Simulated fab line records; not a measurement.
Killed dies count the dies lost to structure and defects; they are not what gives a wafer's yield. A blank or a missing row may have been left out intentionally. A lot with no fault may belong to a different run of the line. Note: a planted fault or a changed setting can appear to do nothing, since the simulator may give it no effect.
fab line records	flow nandHarc
[record] lots = 15	wafers = 45	lastDay = 32
route steps=1302 shown P_ZERO_WELL@67 P_STI@81 P_GATE@132
lots untouched by any fault: they come from a run of this same line in which no faults occurred
startH: hours from the record's opening day to when the first of the lot's shown wafers began	waitH: time in hours since the lot's previous step	" unchanged from the row above	L1.1+2: one row covering several wafers at once	- no value, or no start given	* or withheld: withheld	< > ~ a bound
route shown NAME@n: names a module that has steps shown in the file, with the first one's number in the route	usual: the fault-free wafers' mean and standard deviation	same: alike in all rows	chamber/n: place in a boat	sites: readings site by site	_std_site: the values' standard deviation	_edge_site: mean of outer sites minus mean of inner sites	radiusMm: how far each site lies from the wafer's centre	mask NAME#n: copy n	behind: the tool/chamber that last shaped the wafer	hold: reason for holding the lot/hours on hold/outcome of the hold	device: which transistor (n, p or np) failed to switch	end of line: the same wafers' tests at the end of the route	a step with no rows: only its recipe	killed: count of dies lost to structure and defects at first sort (not the wafer's yield)	map: the dies of a wafer, with x for killed, . for not killed, _ for no die there
set.NAME: the run value of the setting; set.NAME@STEP: its run value at that earlier step	model.NAME: the simulator's own value behind a step, which no gauge read
the route's steps for a sample of lots (tables are steps, rows are wafers)
services: the hour from which a tool's chamber was out of use, counted from the record's first day as startH (under 0 if before that day), plus the number of hours and why
[[steps]]
[step NHARC_P_ZERO_WELL_RTA_42]
[recipe] tempC = 1100	timeS = 300
[usual] lampPowerPct = 36/3.6	lamp_zone_5_pct = 36/3.7	wafer_temp_C_max = 1106.4/1.3
lot.wafer	tool	chamber	startH	waitH	lampPowerPct	lamp_zone_5_pct	wafer_temp_C_max
L631.4	rtpAnneal-01	0	28.07	-	40	40	1105.4
L631.5	"	0	"	"	40	40	1106.9
L631.6	"	0	"	"	40	40	1104.8
L632.2	rtpAnneal-01	0	37.37	-	40	40	1107.4
L632.3	"	0	"	"	40	40	1108.0
L632.6	"	0	"	"	40	40	1104.4
L633.1	rtpAnneal-02	0	47.57	-	32	32	1106.9
L633.4	"	0	"	"	32	32	1106.0
L633.5	"	0	"	"	32	32	1105.6
L634.2	rtpAnneal-02	0	57.04	-	33	32	1108.4
L634.4	"	0	"	"	32	32	1104.4
L634.5	"	0	"	"	32	32	1109.4
L636.1	rtpAnneal-02	0	76.91	-	32	32	1107.9
L636.2	"	0	"	"	32	32	1109.3
L636.3	"	0	"	"	32	32	1105.5
L637.2	rtpAnneal-01	0	87.07	-	40	40	1105.0
L637.5	"	0	"	"	40	40	1105.5
L637.6	"	0	"	"	40	40	1107.2
L638.1	rtpAnneal-01	0	96.88	-	40	40	1106.8
L638.5	"	0	"	"	40	40	1105.8
L638.6	"	0	"	"	40	40	1106.4
L639.1	rtpAnneal-02	0	106.75	-	32	32	1106.6
L639.4	"	0	"	"	32	32	1106.2
L639.6	"	0	"	"	32	32	1104.9
L640.2	rtpAnneal-02	0	117.13	-	32	32	1106.8
L640.3	"	0	"	"	32	32	1107.1
L640.5	"	0	"	"	32	32	1107.1
L641.2	rtpAnneal-02	0	127.02	-	33	32	1107.2
L641.3	"	0	"	"	32	32	1109.2
L641.6	"	0	"	"	32	32	1105.6
L642.1	rtpAnneal-02	0	136.90	-	32	32	1110.4
L642.3	"	0	"	"	32	32	1104.5
L642.4	"	0	"	"	32	32	1108.2
L648.1	rtpAnneal-01	0	196.97	-	40	40	1104.7
L648.2	"	0	"	"	40	40	1104.7
L648.6	"	0	"	"	40	40	1105.1
L649.3	rtpAnneal-02	0	207.11	-	32	32	1105.0
L649.4	"	0	"	"	32	32	1109.0
L649.5	"	0	"	"	32	32	1104.5
L650.3	rtpAnneal-02	0	221.84	-	32	32	1107.3
L650.4	"	0	"	"	32	32	1106.2
L650.5	"	0	"	"	32	32	1106.1
L651.1	rtpAnneal-02	0	227.19	-	32	32	1108.4
L651.2	"	0	"	"	32	32	1106.8
L651.6	"	0	"	"	32	32	1107.2
[step NHARC_P_STI_PEB_07]
[recipe] pebTempC = 128	pebTimeS = 80
[usual] exhaustPa = 45.2/0.91	heaterPowerTotalW = 189.8/0.81	plateTempC = 128.03/0.12
lot.wafer	tool	chamber	startH	waitH	exhaustPa	heaterPowerTotalW	plateTempC
L631.4	lithoTrack-05	0	47.79	0.0	47.2	189.3	128.29
L631.5	"	0	"	"	46.9	190.1	128.16
L631.6	"	0	"	"	46.5	189.8	127.99
L632.2	lithoTrack-07	0	57.13	0.1	46.4	190.7	128.13
L632.3	"	0	"	"	44.7	189.7	127.92
L632.6	"	0	"	"	46.0	190.8	128.01
L633.1	lithoTrack-07	0	64.42	0.1	44.1	189.0	127.96
L633.4	"	0	"	"	44.3	190.8	127.83
L633.5	"	0	"	"	44.7	190.5	128.05
L634.2	lithoTrack-02	0	72.76	0.1	45.0	188.7	128.00
L634.4	"	0	"	"	44.2	190.9	128.06
L634.5	"	0	"	"	45.7	190.4	127.97
L636.1	lithoTrack-02	0	92.04	0.1	45.4	189.6	128.08
L636.2	"	0	"	"	44.4	190.9	128.21
L636.3	"	0	"	"	44.5	188.9	128.02
L637.2	lithoTrack-07	0	105.14	0.1	45.4	190.8	128.12
L637.5	"	0	"	"	45.4	190.9	128.06
L637.6	"	0	"	"	44.9	189.9	128.11
L638.1	lithoTrack-05	0	114.37	0.1	44.0	191.0	128.21
L638.5	"	0	"	"	43.3	190.0	128.03
L638.6	"	0	"	"	43.7	190.7	128.01
L639.1	lithoTrack-05	0	122.42	0.1	46.2	190.7	127.99
L639.4	"	0	"	"	45.6	188.6	128.12
L639.6	"	0	"	"	45.4	189.1	128.17
L640.2	lithoTrack-07	0	135.40	0.1	46.4	188.7	128.13
L640.3	"	0	"	"	45.2	190.5	128.08
L640.5	"	0	"	"	46.5	189.8	127.98
L641.2	lithoTrack-05	0	144.24	0.1	45.4	189.3	127.94
L641.3	"	0	"	"	46.9	189.4	128.02
L641.6	"	0	"	"	45.7	188.6	127.75
L642.1	lithoTrack-07	0	152.64	0.1	45.7	190.8	127.89
L642.3	"	0	"	"	44.8	189.2	127.96
L642.4	"	0	"	"	46.1	188.6	127.96
L648.1	lithoTrack-07	0	214.50	0.1	46.5	190.6	128.11
L648.2	"	0	"	"	44.5	190.7	128.04
L648.6	"	0	"	"	44.9	190.6	127.88
L649.3	lithoTrack-07	0	228.25	0.1	45.0	199.8	133.37
L649.4	"	0	"	"	44.7	198.3	133.17
L649.5	"	0	"	"	46.1	199.0	132.90
L650.3	lithoTrack-07	0	238.81	0.1	45.3	200.7	132.94
L650.4	"	0	"	"	45.4	199.7	133.09
L650.5	"	0	"	"	45.6	200.1	133.08
L651.1	lithoTrack-07	0	242.95	0.1	46.6	199.7	133.03
L651.2	"	0	"	"	45.3	200.8	133.07
L651.6	"	0	"	"	45.8	200.8	132.97
[step NHARC_P_STI_CD_MEAS_09]
[recipe] targetCdNm = 200	landingEnergyEv = 500
[usual] cdNm = 198.7/1.7
lot.wafer	tool	chamber	startH	waitH	cdNm
L631.4	cdSem-03	0	47.88	-	204.9
L631.5	"	0	"	"	201.4
L631.6	"	0	"	"	200.5
L632.2	cdSem-03	0	57.22	-	198.3
L632.3	"	0	"	"	199.2
L632.6	"	0	"	"	199.2
L633.1	cdSem-03	0	64.51	-	197.1
L633.4	"	0	"	"	197.2
L633.5	"	0	"	"	197.3
L634.2	cdSem-01	0	72.86	-	198.9
L634.4	"	0	"	"	199.4
L634.5	"	0	"	"	199.1
L636.1	cdSem-01	0	92.12	-	196.3
L636.2	"	0	"	"	199.5
L636.3	"	0	"	"	199.7
L637.2	cdSem-03	0	105.23	-	197.9
L637.5	"	0	"	"	197.8
L637.6	"	0	"	"	198.2
L638.1	cdSem-01	0	114.46	-	199.3
L638.5	"	0	"	"	198.7
L638.6	"	0	"	"	199.3
L639.1	cdSem-01	0	122.50	-	200.1
L639.4	"	0	"	"	199.3
L639.6	"	0	"	"	199.7
L640.2	cdSem-01	0	135.48	-	198.2
L640.3	"	0	"	"	196.1
L640.5	"	0	"	"	198.2
L641.2	cdSem-02	0	144.33	-	198.5
L641.3	"	0	"	"	201.1
L641.6	"	0	"	"	199.2
L642.1	cdSem-03	0	152.73	-	197.2
L642.3	"	0	"	"	201.0
L642.4	"	0	"	"	200.3
L648.1	cdSem-01	0	214.59	-	197.6
L648.2	"	0	"	"	195.3
L648.6	"	0	"	"	196.2
L649.3	cdSem-02	0	228.34	-	231.4
L649.4	"	0	"	"	233.7
L649.5	"	0	"	"	235.4
L650.3	cdSem-03	0	238.90	-	234.4
L650.4	"	0	"	"	234.3
L650.5	"	0	"	"	233.3
L651.1	cdSem-03	0	243.04	-	229.3
L651.2	"	0	"	"	229.6
L651.6	"	0	"	"	231.5
[step NHARC_P_STI_OCD_MEAS_17]
[usual] trenchDepthNm = 300/5.4	trenchFootCdNm = 156.8/1.9
lot.wafer	tool	chamber	startH	waitH	trenchDepthNm	trenchFootCdNm
L631.4	ocd-02	-	48.66	0.1	294	164.4
L631.5	"	-	"	"	301	158.8
L631.6	"	-	"	"	292	159.9
L632.2	ocd-02	-	58.00	0.1	302	156.8
L632.3	"	-	"	"	297	157.7
L632.6	"	-	"	"	298	157.7
L633.1	ocd-01	-	65.29	0.1	293	156.4
L633.4	"	-	"	"	297	156.3
L633.5	"	-	"	"	294	156.3
L634.2	ocd-02	-	73.64	0.1	299	157.9
L634.4	"	-	"	"	305	157.2
L634.5	"	-	"	"	304	157.0
L636.1	ocd-01	-	92.91	0.1	299	154.4
L636.2	"	-	"	"	299	158.1
L636.3	"	-	"	"	298	158.7
L637.2	ocd-01	-	106.01	0.1	295	157.1
L637.5	"	-	"	"	292	157.2
L637.6	"	-	"	"	296	156.6
L638.1	ocd-02	-	115.27	0.1	301	157.3
L638.5	"	-	"	"	308	155.7
L638.6	"	-	"	"	294	157.8
L639.1	ocd-01	-	123.29	0.1	297	159.0
L639.4	"	-	"	"	295	157.4
L639.6	"	-	"	"	296	158.1
L640.2	ocd-02	-	136.28	0.1	297	156.8
L640.3	"	-	"	"	297	154.4
L640.5	"	-	"	"	298	157.1
L641.2	ocd-02	-	145.11	0.1	295	157.2
L641.3	"	-	"	"	301	159.4
L641.6	"	-	"	"	307	156.1
L642.1	ocd-02	-	153.51	0.1	305	154.3
L642.3	"	-	"	"	294	159.7
L642.4	"	-	"	"	302	158.0
L648.1	ocd-01	-	215.37	0.1	293	156.3
L648.2	"	-	"	"	296	154.4
L648.6	"	-	"	"	296	155.2
L649.3	ocd-02	-	229.13	0.1	309	187.8
L649.4	"	-	"	"	298	192.1
L649.5	"	-	"	"	304	192.6
L650.3	ocd-01	-	239.68	0.1	298	192.4
L650.4	"	-	"	"	309	191.0
L650.5	"	-	"	"	302	191.1
L651.1	ocd-02	-	243.82	0.1	296	188.0
L651.2	"	-	"	"	305	187.8
L651.6	"	-	"	"	307	188.6
[step NHARC_P_GATE_DEP_103]
[recipe] targetThkA = 300	targetThkNm = 30	tempC = 400	flowSccm = 200	rfW = 350	material = SiON
[usual] heaterPowerW = 724/71
lot.wafer	tool	chamber	startH	waitH	heaterPowerW
L631.4	pecvd-03	1	103.17	0.3	718
L631.5	"	2	"	"	698
L631.6	"	0	"	"	804
L633.1	pecvd-02	0	109.71	0.8	561
L633.4	"	2	"	"	680
L633.5	"	0	"	"	556
L632.3	pecvd-01	2	109.81	0.7	842
L632.2	"	1	"	"	822
L632.6	"	1	"	"	816
L634.2	pecvd-02	0	123.55	0.5	592
L634.4	"	2	"	"	766
L634.5	"	0	"	"	609
L636.3	pecvd-03	2	142.98	0.3	665
L636.2	"	0	"	"	765
L636.1	"	1	"	"	711
L637.2	pecvd-01	2	156.83	0.5	814
L637.6	"	1	"	"	786
L637.5	"	0	"	"	833
L638.1	pecvd-03	2	164.48	0.6	636
L638.6	"	0	"	"	716
L638.5	"	1	"	"	691
L639.1	pecvd-01	2	173.80	0.6	737
L639.6	"	2	"	"	724
L639.4	"	0	"	"	775
L640.3	pecvd-01	2	188.07	0.5	804
L640.2	"	1	"	"	751
L640.5	"	2	"	"	805
L641.3	pecvd-02	2	200.60	0.3	796
L641.2	"	0	"	"	632
L641.6	"	0	"	"	628
L642.1	pecvd-01	1	205.91	0.6	767
L642.3	"	0	"	"	819
L642.4	"	0	"	"	834
L648.2	pecvd-03	0	265.60	0.5	773
L648.1	"	1	"	"	711
L648.6	"	2	"	"	676
L649.3	pecvd-03	0	285.48	0.4	701
L649.5	"	1	"	"	704
L649.4	"	0	"	"	698
L651.1	pecvd-02	1	292.16	0.6	725
L651.2	"	2	"	"	788
L651.6	"	1	"	"	764
L650.3	pecvd-02	2	292.69	0.4	732
L650.4	"	1	"	"	655
L650.5	"	2	"	"	724
[step NHARC_P_GATE_ETCH_104]
[recipe] targetDepthA = 600	timeS = withheld	cf4FlowSccm = 100	chf3FlowSccm = 30	arFlowSccm = 0	rfW = 500	biasW = 200	chemistry = CF4/CHF3
[usual] biasW = 200.0/0.6	drypumpMotorCurrentA = 5.6/0.43	mfcArSccm = 0.007/0.0093	oesProductAu = 0.952/0.02	rfVppV = 370.8/2.6	showerheadPlenumPTorr = 1.58/0.07	throttleValvePct = 16.802/0.0084
lot.wafer	tool	chamber	startH	waitH	biasW	drypumpMotorCurrentA	mfcArSccm	oesProductAu	rfVppV	showerheadPlenumPTorr	throttleValvePct
L631.4	rieDiel-07	1	104.07	0.1	201.0	5.1	0.008	0.914	372.3	1.57	16.812
L631.6	"	2	"	"	200.1	5.4	0.003	0.917	367.9	1.49	16.793
L631.5	"	3	"	"	199.6	5.7	0.001	0.916	368.6	1.51	16.799
L633.1	rieDiel-06	0	110.64	0.1	199.4	6.1	0.006	0.932	375.1	1.68	16.800
L633.4	"	2	"	"	199.6	4.6	0.031	0.936	371.7	1.66	16.801
L633.5	"	0	"	"	200.1	6.1	0.006	0.927	374.0	1.68	16.787
L632.2	rieDiel-11	2	110.79	0.1	200.2	6.3	0	0.951	370.2	1.53	16.812
L632.3	"	3	"	"	199.9	5.5	0	0.958	371.1	1.57	16.807
L632.6	"	3	"	"	200.7	5.5	0	0.953	371.0	1.57	16.797
L634.4	rieDiel-11	0	124.32	0.1	199.4	5.7	0	0.932	372.9	1.64	16.805
L634.2	"	2	"	"	200.7	6.3	0	0.911	370.0	1.53	16.804
L634.5	"	1	"	"	201.0	5.4	0.015	0.943	375.5	1.68	16.795
L636.2	rieDiel-07	1	143.93	0.1	199.5	5.1	0.008	0.975	371.0	1.57	16.805
L636.1	"	2	"	"	199.8	5.3	0.003	0.975	367.3	1.49	16.821
L636.3	"	0	"	"	200.5	5.7	0	0.972	367.9	1.51	16.810
L637.2	rieDiel-11	3	157.76	0.1	199.5	5.4	0	0.931	370.2	1.57	16.802
L637.6	"	1	"	"	200.1	5.4	0.015	0.996	376.1	1.68	16.804
L637.5	"	2	"	"	199.9	6.3	0	0.911	368.3	1.53	16.787
L638.1	rieDiel-06	0	165.35	0.1	198.8	6.1	0.006	0.939	376.9	1.68	16.787
L638.6	"	3	"	"	200.3	6.1	0.023	0.930	372.6	1.64	16.802
L638.5	"	0	"	"	199.6	6.1	0.006	0.931	374.0	1.68	16.792
L639.4	rieDiel-11	2	174.72	0.1	200.9	6.3	0	0.972	368.5	1.53	16.797
L639.1	"	0	"	"	201.2	5.7	0	0.961	371.8	1.64	16.797
L639.6	"	3	"	"	199.9	5.4	0	0.949	370.2	1.57	16.801
L640.2	rieDiel-11	3	188.89	0.1	199.3	5.4	0	0.927	369.1	1.57	16.804
L640.3	"	0	"	"	200.0	5.7	0	0.945	373.4	1.64	16.797
L640.5	"	3	"	"	200.6	5.4	0	0.931	371.2	1.57	16.793
L641.2	rieDiel-11	2	201.56	0.1	200.8	6.3	0	0.970	369.1	1.53	16.813
L641.3	"	3	"	"	200.2	5.4	0	0.964	369.3	1.57	16.788
L641.6	"	0	"	"	200.0	5.7	0	0.954	371.8	1.64	16.791
L642.3	rieDiel-07	2	206.85	0.1	200.0	5.3	0.003	0.962	367.5	1.49	16.790
L642.1	"	3	"	"	200.2	5.7	0.001	0.947	365.9	1.51	16.804
L642.4	"	0	"	"	198.8	5.6	0	0.965	370.3	1.51	16.796
L648.1	rieDiel-06	0	266.53	0.1	200.6	6.1	0.006	0.943	374.9	1.67	16.818
L648.2	"	2	"	"	200.0	4.6	0.031	0.961	371.8	1.66	16.795
L648.6	"	3	"	"	199.7	6.1	0.023	0.949	372.9	1.63	16.811
L649.3	rieDiel-07	1	286.37	0.1	200.5	5.1	0.008	0.958	371.5	1.57	16.802
L649.4	"	2	"	"	200.5	5.3	0.003	0.967	368.3	1.49	16.808
L649.5	"	0	"	"	200.5	5.6	0	0.959	367.5	1.51	16.799
L651.2	rieDiel-07	2	293.15	0.1	199.6	5.3	0.003	0.958	366.4	1.49	16.801
L651.1	"	0	"	"	199.6	5.7	0	0.965	369.4	1.51	16.816
L651.6	"	0	"	"	199.2	5.7	0	0.955	367.8	1.51	16.795
L650.4	rieDiel-11	1	293.61	0.1	199.9	5.4	0.015	0.949	373.4	1.68	16.805
L650.3	"	0	"	"	200.4	5.7	0	0.943	372.1	1.63	16.816
L650.5	"	1	"	"	200.3	5.4	0.015	0.959	373.6	1.68	16.809
[[services]]
tool	chamber	startH	hours	kind
rtpAnneal-02	-	12.00	12.0	pm
pecvd-02	1	22.12	3.5	repair
rieDiel-07	-	32.04	0.6	repair
pecvd-02	-	46.00	13.0	pm
lithoTrack-07	-	76.00	7.0	pm
rieDiel-11	-	78.67	9.0	pm
pecvd-03	0	97.84	3.6	repair
pecvd-03	-	105.64	3.0	repair
pecvd-01	0	114.49	4.6	repair
rieDiel-11	1	115.04	3.4	repair
rieDiel-07	-	117.25	9.0	pm
pecvd-01	-	130.25	13.0	pm
rieDiel-11	1	141.06	6.7	repair
pecvd-02	1	143.01	19.2	repair
pecvd-03	-	171.76	1.4	repair
rieDiel-07	0	181.70	1.7	repair
pecvd-03	-	185.29	13.0	pm
rieDiel-07	1	201.64	3.6	repair
pecvd-02	-	227.00	13.0	pm
pecvd-03	-	234.61	2.6	repair
lithoTrack-07	-	251.00	7.0	pm
rieDiel-11	-	255.67	9.0	pm
rieDiel-07	0	269.50	6.0	repair
pecvd-02	2	269.54	8.8	repair
[[key]]
[firstSign] step = NHARC_P_STI_PEB_07	reading = plateTempC	direction = up	sigmas = 44	usual = *	struck = *
[effect] step = NHARC_P_STI_PEB_07	reading = heaterPowerTotalW	direction = up	sigmas = 12	usual = *	struck = *
[effect] step = NHARC_P_STI_CD_MEAS_09	reading = cdNm	direction = up	sigmas = 20	usual = 198.7	struck = 232.5
[effect] step = NHARC_P_STI_OCD_MEAS_17	reading = trenchFootCdNm	direction = up	sigmas = 18	usual = 156.8	struck = 190.2
metAt NHARC_P_STI_PEB_07
struckLots L649,L650,L651
sortLeftOut L649.3,L649.4,L649.5,L650.3,L650.4,L650.5,L651.1,L651.2,L651.6
testerLeftOut L649,L650,L651
notActingAt NHARC_P_ZERO_WELL_RTA_42,NHARC_P_GATE_DEP_103,NHARC_P_GATE_ETCH_104
onsetBetween 214.50 228.25
[fault] kind = processParameterDrift	tool = lithoTrack-07	chamber = -	onsetH = 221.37	steps = NHARC_P_STI_PEB_07	channel = pebTempC	offset = *	shape = step	endH = 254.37	actsIn = *	stated = *
// testerLeftOut: of these lots the tester's yield and bins aren't shown, on N5 and GAA mostly nor the transistor test; their killed dies are dies lost to structure and defects alone, not to doping, threshold or leakage, so they don't give the yield
// sortLeftOut: the simulated sort isn't trusted on such a fault, so these wafers' sort isn't shown, and their yield isn't known
